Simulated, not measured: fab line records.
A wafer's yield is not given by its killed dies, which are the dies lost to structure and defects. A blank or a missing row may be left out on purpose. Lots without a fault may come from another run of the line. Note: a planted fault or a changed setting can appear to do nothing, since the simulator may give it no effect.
Matching of chambers -- flow n5-finfet -- N5_GATE_CUT_STRIP_42 on rie-diel-03: 4 sister chambers
The step strips in O2. 4 wafers are shown with their chamber, then 11 later ones without.

== WAFERS, EACH WITH ITS CHAMBER ==
wafer,chamber,showerhead-plenum-p-Torr (Torr)
L089.1,3,1.93
L089.2,2,2.19
L089.3,0,2.17
L089.4,1,2.18

== WAFERS WHOSE CHAMBER IS MISSING ==
wafer,showerhead-plenum-p-Torr (Torr)
L089.5,1.93
L089.6,2.19
L092.1,1.93
L092.4,2.19
L092.6,2.19
L094.2,2.16
L094.3,1.93
L094.4,2.19
L095.1,2.19
L095.3,2.16
L095.4,1.93

== WHICH CHAMBER EACH ONE RAN IN ==
wafer,from the rows above,in truth
L089.5,3,3
L089.6,2,2
L092.1,3,3
L092.4,2,2
L092.6,2,2
L094.2,0,0
L094.3,3,3
L094.4,2,2
L095.1,2,2
L095.3,0,0
L095.4,3,3
11 of 11 placed correctly. Left unplaced by these rows: 0. 0 placed wrongly.
How it was worked out, from the rows above alone: a wafer's distance from a chamber is the root of the sum, over the readings, of the square of ((its reading less the chamber's mean) divided by the reading's scatter). The wafer belongs to the nearest chamber; if the next one is less than 2 further off, it can't be placed. The mean given for a chamber averages the wafers shown for that chamber. The scatter (one wafer shown for each chamber): square how far every hidden wafer sits from the nearest shown wafer, average those squares and take the square root.
